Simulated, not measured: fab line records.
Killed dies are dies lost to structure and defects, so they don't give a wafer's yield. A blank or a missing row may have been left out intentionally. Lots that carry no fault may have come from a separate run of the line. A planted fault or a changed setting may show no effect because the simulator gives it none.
fab line records | flow n5-finfet
record: lots: 9 wafers: 27 last-day: 18
route steps=1938 shown HKMG_FIN@451 GATE_CUT@468 BEOL_M4@1111
lots that met no fault: taken from a fault-free run of the same line
start-h: hours from the record's first day to the start of the lot's first wafer shown | wait-h: hours since the lot's step before | " repeats the value in the row above | L1.1+2: one row covering several wafers at once | - no value present, or no start provided | * or withheld: withheld | < > ~ a bound
route shown NAME@n: NAME is a module with steps in the file, n the number in the route of the first one | usual: mean/standard deviation taken from wafers without a fault | same: alike in all rows | chamber/n: place in a boat | sites: readings site by site | _std_site: the values' standard deviation | _edge_site: inner sites' mean taken away from outer sites' mean | radius-mm: for every site, how far away it sits from the centre of the wafer | mask NAME#n: copy n | behind: the last tool/chamber to shape the wafer | hold: reason for holding the lot/hours on hold/outcome of the hold | device: the n, p or np transistor that did not switch | end of line: the route-end tests of the same wafers | a step given without rows: its recipe and nothing more | killed: dies lost to structure and defects at the first sort, not the wafer's yield | map: a wafer's dies, x killed, . not, _ none there
set.NAME: the setting the step ran with; set.NAME@STEP: the setting that earlier step ran with | model.NAME: the simulator's own value behind a step, which no gauge read
steps of the route over a sample of lots; a table a step, a row a wafer
services: a tool's chamber out of use, with start hour (start-h, from the record's first day; less than 0 if before it), hours out, and reason
== steps ==
step: N5_HKMG_FIN_ETCH_67
recipe: chemistry: N2/H2 target: SOC target-depth-a: 3889 stop-on: TiN ion-energy-ev: 100 bias-w: 61 pressure-mtorr: 30 source-w: 850 n2-flow-sccm: 200 h2-flow-sccm: 200
usual: bias-w: 61.02/0.19 chamber-pressure-mTorr: 29.999/0.025 drypump-motor-current-A: 5.8/0.43 h2-flow-sccm: 199.9/0.62 oes-product-au: 0.81/0.099 rf-vpp-V: 241.2/1.1 showerhead-plenum-p-Torr: 2.58/0.07 throttle-valve-pct: 17.87/0.29
columns lot.wafer tool chamber start-h wait-h bias-w chamber-pressure-mTorr drypump-motor-current-A h2-flow-sccm oes-product-au rf-hours-counter-h rf-vpp-V showerhead-plenum-p-Torr throttle-valve-pct
L932.2 rie-diel-06 1 81.07 - 60.94 29.997 6.1 199.4 1.00 0 242.0 2.72 17.45
L932.3 " 0 " " 61.21 30.012 5.1 200.8 0.81 102 242.3 2.68 17.91
L932.6 " 1 " " 61.02 30.050 6.1 199.9 0.99 - 242.8 2.72 17.45
L933.2 rie-diel-03 3 87.74 - 61.36 30.031 5.7 199.8 0.72 226 240.9 2.51 17.85
L933.5 " 1 " " 61.01 29.956 6.0 199.8 0.96 - 240.5 2.50 17.70
L933.6 " 2 " " 60.96 29.948 5.4 199.7 0.67 - 242.7 2.61 18.25
L934.1 rie-diel-01 3 91.94 - 61.17 29.963 5.5 199.6 0.72 192 241.3 2.53 18.05
L934.4 " 0 " " 60.94 29.995 6.7 200.3 0.71 223 241.0 2.63 18.04
L934.6 " 2 " " 61.05 29.991 5.3 199.8 0.71 - 240.3 2.52 18.00
L940.2 rie-diel-06 3 128.75 - 61.11 30.016 5.7 201.0 0.76 160 240.9 2.55 18.28
L940.4 " 0 " " 61.03 30.021 5.2 200.5 0.79 119 241.8 2.67 17.94
L940.6 " 1 " " 60.67 30.011 6.0 198.5 0.91 - 243.7 2.71 17.49
L942.3 rie-diel-06 2 139.86 - 60.67 30.003 5.6 199.5 0.68 235 242.8 2.62 18.22
L942.4 " 1 " " 60.96 30.006 6.0 198.8 0.91 19 243.1 2.71 17.49
L942.5 " 3 " " 60.69 30.000 5.7 198.8 0.75 - 239.8 2.54 18.31
L944.1 rie-diel-01 1 156.56 - 61.07 29.988 6.4 198.9 0.87 60 242.0 2.57 17.33
L944.2 " 0 " " 61.11 30.068 6.7 201.2 0.68 247 241.0 2.62 18.08
L944.5 " 2 " " 60.92 29.989 5.3 199.7 0.71 - 240.6 2.51 18.07
L952.1 rie-diel-06 3 198.67 - 60.92 30.027 5.7 199.8 0.74 186 240.2 2.53 18.35
L952.4 " 1 " " 60.69 29.960 6.0 200.0 0.86 - 242.8 2.70 17.53
L952.6 " 3 " " 61.00 29.980 5.7 199.3 0.74 - 240.6 2.53 18.36
L953.1 rie-diel-03 1 203.65 - 60.81 30.009 6.0 200.1 0.84 53 240.1 2.48 17.77
L953.3 " 0 " " 61.03 29.988 5.9 199.5 0.88 25 241.5 2.59 17.86
L953.4 " 2 " " 60.69 29.962 5.3 199.5 0.86 36 241.6 2.60 17.85
L955.1 rie-diel-01 0 214.75 - 60.97 29.945 6.7 199.6 0.92 11 240.6 2.61 17.59
L955.2 " 1 " " 60.57 29.933 6.4 200.7 0.84 83 240.8 2.56 17.35
L955.6 " 3 " " 61.37 30.031 5.5 199.7 0.69 - 241.6 2.51 18.11
step: N5_HKMG_FIN_CMP_23
recipe: stop-on: SiNx t-overpolish-s: 10 post-cmp-clean: rinse-only down-force-psi: 4 platen-rpm: 50.289 pad-velocity-m-s: 1.0006 target-thk-nm: 46.326
usual: motor-current-A: 11.8/1 overpolish-run-s: 10.00/0.033 pad-life-wafers: 998/470 platen-rpm: 50.29/0.035 time-to-endpoint-s: 11.7/2.5
columns lot.wafer tool chamber start-h wait-h motor-current-A overpolish-run-s pad-life-wafers platen-rpm time-to-endpoint-s
L932.3 cmp-02 3 82.35 0.0 10.1 10.01 1014 50.28 13.3
L932.2 " 2 " " 12.3 10.02 1017 50.26 11.4
L932.6 " 3 " " 10.4 10.02 - 50.29 13.1
L933.2 cmp-02 2 89.02 0.0 12.2 10.00 1056 50.37 13.6
L933.6 " 2 " " 11.0 10.00 - 50.31 9.4
L933.5 " 3 " " 10.3 10.00 - 50.26 13.9
L934.4 cmp-02 1 93.24 0.0 12.5 10.00 1104 50.27 10.2
L934.1 " 3 " " 10.1 9.99 1106 50.27 12.5
L934.6 " 1 " " 12.0 10.01 - 50.26 10.0
L940.2 cmp-02 2 130.02 0.0 11.5 10.00 1374 50.33 5.8
L940.4 " 1 " " 11.6 9.99 1377 50.31 4.4
L940.6 " 3 " " 10.3 10.01 - 50.29 9.5
L942.3 cmp-02 3 141.22 0.1 10.3 10.01 1453 50.32 12.0
L942.4 " 0 " " 10.3 10.00 1454 50.31 11.7
L942.5 " 3 " " 10.1 9.99 - 50.26 12.2
L944.2 cmp-03 0 157.87 0.0 11.8 10.00 204 50.27 14.1
L944.1 " 2 " " 13.2 10.00 206 50.28 12.7
L944.5 " 1 " " 12.5 10.00 - 50.30 11.0
L952.4 cmp-03 0 200.19 0.1 11.4 9.99 577 50.29 14.0
L952.1 " 2 " " 13.1 10.00 579 50.28 15.4
L952.6 " 0 " " 11.3 10.01 - 50.31 11.7
L953.4 cmp-03 3 204.92 0.0 11.4 10.00 624 50.31 12.0
L953.3 " 1 " " 12.9 9.99 626 50.29 12.0
L953.1 " 2 " " 13.8 9.99 627 50.27 12.7
L955.2 cmp-01 3 216.03 0.0 11.5 10.00 1446 50.28 14.4
L955.1 " 0 " " 12.4 10.01 1447 50.30 16.1
L955.6 " 3 " " 11.7 10.01 - 50.25 16.7
step: N5_GATE_CUT_VAPOR_ETCH_60
recipe: chemistry: BCl3/Cl2 target: HfO2 mode: isotropic
usual: drypump-motor-current-A: 5.7/0.42 he-backside-leak-sccm: 3.45/0.17 oes-product-au: 0.68/0.072
columns lot.wafer tool chamber start-h wait-h drypump-motor-current-A he-backside-leak-sccm oes-product-au
L932.2 rie-metal-02 0 83.34 0.0 5.1 3.18 0.81
L932.3 " 1 " " 6.1 3.57 0.69
L932.6 " 0 " " 5.1 3.43 0.81
L933.2 rie-metal-03 1 90.00 0.0 5.1 3.16 0.59
L933.5 " 1 " " 5.1 3.40 0.59
L933.6 " 0 " " 5.7 3.43 0.63
L934.1 rie-metal-03 1 94.22 0.0 5.1 3.32 0.59
L934.4 " 0 " " 5.7 3.40 0.62
L934.6 " 1 " " 5.1 3.44 0.59
L940.2 rie-metal-01 0 131.01 0.0 5.6 3.62 0.61
L940.4 " 0 " " 5.6 3.63 0.61
L940.6 " 0 " " 5.6 3.54 0.62
L942.3 rie-metal-01 0 142.13 0.0 5.6 3.56 0.61
L942.4 " 1 " " 6.1 3.39 0.67
L942.5 " 0 " " 5.7 3.53 0.60
L944.1 rie-metal-02 1 158.86 0.0 6.1 3.45 0.68
L944.2 " 0 " " 5.1 3.46 0.80
L944.5 " 0 " " 5.1 3.84 0.81
L952.1 rie-metal-01 1 201.09 0.0 - - -
L952.4 " 1 " " - - -
L952.6 " 1 " " - - -
L953.1 rie-metal-02 1 205.91 0.0 - - -
L953.3 " 1 " " - - -
L953.4 " 0 " " - - -
L955.1 rie-metal-02 1 217.10 0.0 6.1 3.41 0.67
L955.2 " 0 " " 5.1 3.68 0.78
L955.6 " 1 " " 6.1 3.38 0.67
step: N5_GATE_CUT_HM_DEP_46
recipe: material: SiO2 target-thk-a: 1300 temp-c: 400 precursor: TEOS/O2 pressure-torr: 6.5 rf-w: 900 teos-flow-sccm: 161.4 gas: O2 flow-sccm: 2650 time-s: 26.6
usual: chamber-pressure-Torr: 6.501/0.014 heater-power-w: 527/91 showerhead-plenum-p-Torr: 8.35/0.045 showerhead-vpp-V: 1856/120 throttle-valve-pct: 18.2/0.94
columns lot.wafer tool chamber start-h wait-h chamber-pressure-Torr heater-power-w showerhead-plenum-p-Torr showerhead-vpp-V throttle-valve-pct
L932.2 pecvd-01 0 86.35 0.0 6.464 495 8.27 1605 19.2
L932.3 " 2 " " 6.514 438 8.32 1857 16.1
L932.6 " 1 " " 6.505 392 8.33 1767 18.6
L933.2 pecvd-04 0 93.12 0.0 6.503 516 8.38 1968 18.9
L933.5 " 2 " " 6.500 730 8.34 1873 16.8
L933.6 " 0 " " 6.496 394 8.39 1979 18.7
L934.1 pecvd-01 1 97.21 0.0 6.495 388 8.32 1741 18.7
L934.4 " 2 " " 6.487 475 8.34 1880 16.5
L934.6 " 1 " " 6.501 386 8.30 1733 18.8
L940.2 pecvd-02 1 134.00 0.0 6.511 553 8.35 1931 19.3
L940.4 " 0 " " 6.494 586 8.35 1803 17.9
L940.6 " 2 " " 6.512 464 8.42 2079 18.8
L942.3 pecvd-04 2 145.11 0.0 6.501 672 8.33 1869 17.0
L942.4 " 2 " " 6.516 679 8.33 1920 16.8
L942.5 " 0 " " 6.502 517 8.36 1998 19.1
L944.1 pecvd-04 0 161.93 0.0 6.505 475 8.38 1977 19.0
L944.2 " 2 " " 6.480 675 8.33 1884 17.0
L944.5 " 1 " " 6.497 433 8.33 1807 18.2
L952.1 pecvd-04 0 204.81 0.0 6.488 455 8.38 1969 18.9
L952.4 " 2 " " 6.519 716 8.33 1899 17.1
L952.6 " 0 " " 6.506 466 8.36 1946 18.9
L953.1 pecvd-04 0 209.05 0.0 6.482 528 8.37 1983 18.9
L953.3 " 1 " " 6.480 447 8.33 1834 18.3
L953.4 " 0 " " 6.545 516 8.35 1957 18.8
L955.1 pecvd-02 0 220.08 0.0 6.490 587 8.36 1795 17.6
L955.2 " 1 " " 6.513 599 8.36 1916 19.6
L955.6 " 0 " " 6.491 603 8.37 1778 18.3
step: N5_BEOL_M4_RC_MEAS_101
usual: DIBL_N: 36.0/1.7 DIBL_P: 36.0/2 IOFF_N: 0.156/0.028 IOFF_P: 0.21/0.04 ION_N: 673/12 ION_P: 463/8.3 SS_N: 71.4/0.6 SS_P: 73.3/0.66 VT_N: 250/3 VT_P: -250/3.8
columns lot.wafer tool chamber start-h wait-h DIBL_N[mV/V] DIBL_P[mV/V] IOFF_N[nA/um] IOFF_P[nA/um] ION_N[uA/um] ION_P[uA/um] SS_N[mV/dec] SS_P[mV/dec] VT_N[mV] VT_P[mV]
L932.2 prober-01 0 165.53 0.2 35.2 35.4 0.146 0.20 668 470 71.2 73.2 252 -250
L932.3 " 0 " " 33.2 33.1 0.118 0.16 661 461 70.4 73.0 254 -253
L932.6 " 0 " " 33.7 34.3 0.132 0.19 667 458 71.0 72.7 252 -250
L934.1 prober-02 0 169.30 0.0 35.8 35.5 0.155 0.16 674 460 72.5 73.2 250 -257
L934.4 " 0 " " 38.5 39.1 0.207 0.22 680 454 72.3 74.7 248 -251
L934.6 " 0 " " 35.0 35.3 0.146 0.17 668 454 70.5 73.0 248 -256
L933.2 prober-01 0 173.52 0.2 33.3 32.2 0.102 0.17 653 460 70.6 72.2 256 -253
L933.5 " 0 " " 35.7 35.4 0.135 0.20 654 456 72.1 73.7 254 -251
L933.6 " 0 " " 35.2 34.4 0.136 0.20 666 459 71.4 72.7 254 -249
L940.2 prober-02 0 208.03 0.2 36.1 35.1 0.155 0.20 669 462 71.7 73.6 252 -251
L940.4 " 0 " " 36.3 35.6 0.168 0.22 681 465 70.9 73.2 248 -247
L940.6 " 0 " " 36.6 35.9 0.159 0.22 673 461 71.8 74.5 251 -250
L942.3 prober-02 0 227.16 0.3 32.3 32.4 0.112 0.19 658 462 70.2 72.7 254 -249
L942.4 " 0 " " 34.6 35.4 0.156 0.23 682 467 71.0 73.5 250 -247
L942.5 " 0 " " 34.7 35.3 0.142 0.22 660 459 71.6 73.2 252 -247
L944.1 prober-02 0 238.77 0.0 35.4 35.3 0.164 0.23 678 467 71.0 72.4 247 -245
L944.2 " 0 " " 33.6 34.6 0.139 0.23 672 474 70.8 72.7 248 -247
L944.5 " 0 " " 35.8 36.7 0.188 0.27 695 480 71.8 73.8 246 -245
L953.1 prober-02 0 296.62 0.0 34.3 34.3 0.137 0.20 671 463 71.6 73.4 252 -247
L953.3 " 0 " " 34.2 33.8 0.136 0.19 672 468 70.3 72.6 250 -249
L953.4 " 0 " " 34.4 34.6 0.143 0.21 675 472 70.9 73.2 249 -245
L952.1 prober-01 0 300.79 0.0 38.1 38.5 0.208 0.24 692 468 71.7 73.9 247 -249
L952.4 " 0 " " 37.2 36.4 0.179 0.20 673 455 71.9 73.5 249 -254
L952.6 " 0 " " 38.8 38.3 0.202 0.25 686 466 72.1 74.6 246 -250
L955.1 prober-02 0 312.58 0.0 36.8 37.8 0.184 0.23 694 471 71.0 73.2 246 -249
L955.2 " 0 " " 36.1 37.0 0.167 0.21 684 464 71.1 72.9 248 -251
L955.6 " 0 " " 36.3 36.7 0.166 0.21 680 459 71.8 73.4 247 -253
== services ==
columns tool chamber start-h hours kind
rie-diel-06 2 78.60 4.3 repair
rie-diel-01 3 80.46 4.2 repair
cmp-02 - 86.96 1.6 repair
rie-metal-01 1 91.01 5.0 repair
rie-diel-03 2 91.31 7.1 repair
cmp-03 - 92.40 3.5 pm
cmp-02 - 102.67 6.4 pm
rie-diel-03 - 111.30 2.4 repair
cmp-01 - 118.04 1.8 repair
cmp-03 - 127.85 4.0 pm
rie-diel-06 1 132.23 6.0 repair
rie-diel-06 0 133.63 5.5 repair
rie-metal-02 1 136.47 5.3 repair
rie-diel-06 - 139.31 0.5 repair
cmp-03 - 141.38 0.2 repair
cmp-02 - 145.88 3.5 pm
rie-metal-03 - 146.71 0.8 repair
rie-diel-06 3 155.87 5.8 repair
cmp-02 - 179.48 2.3 repair
pecvd-02 - 206.05 3.1 repair
rie-metal-03 0 213.09 4.3 repair
pecvd-02 - 217.20 2.8 pm
rie-metal-01 1 217.82 15.9 repair
cmp-03 - 219.00 2.2 repair
== key ==
first-sign: step: N5_GATE_CUT_VAPOR_ETCH_60 reading: tool-record direction: missing
effect none on later readings
met-at N5_GATE_CUT_VAPOR_ETCH_60
struck-lots L952,L953
not-acting-at N5_HKMG_FIN_ETCH_67,N5_HKMG_FIN_CMP_23,N5_GATE_CUT_HM_DEP_46
onset-between 158.86 201.09
fault: kind: skipped-step-whole tool: rie-metal-01,rie-metal-02 chamber: - onset-h: 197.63 steps: N5_GATE_CUT_VAPOR_ETCH_60 scope: struck-lots-only
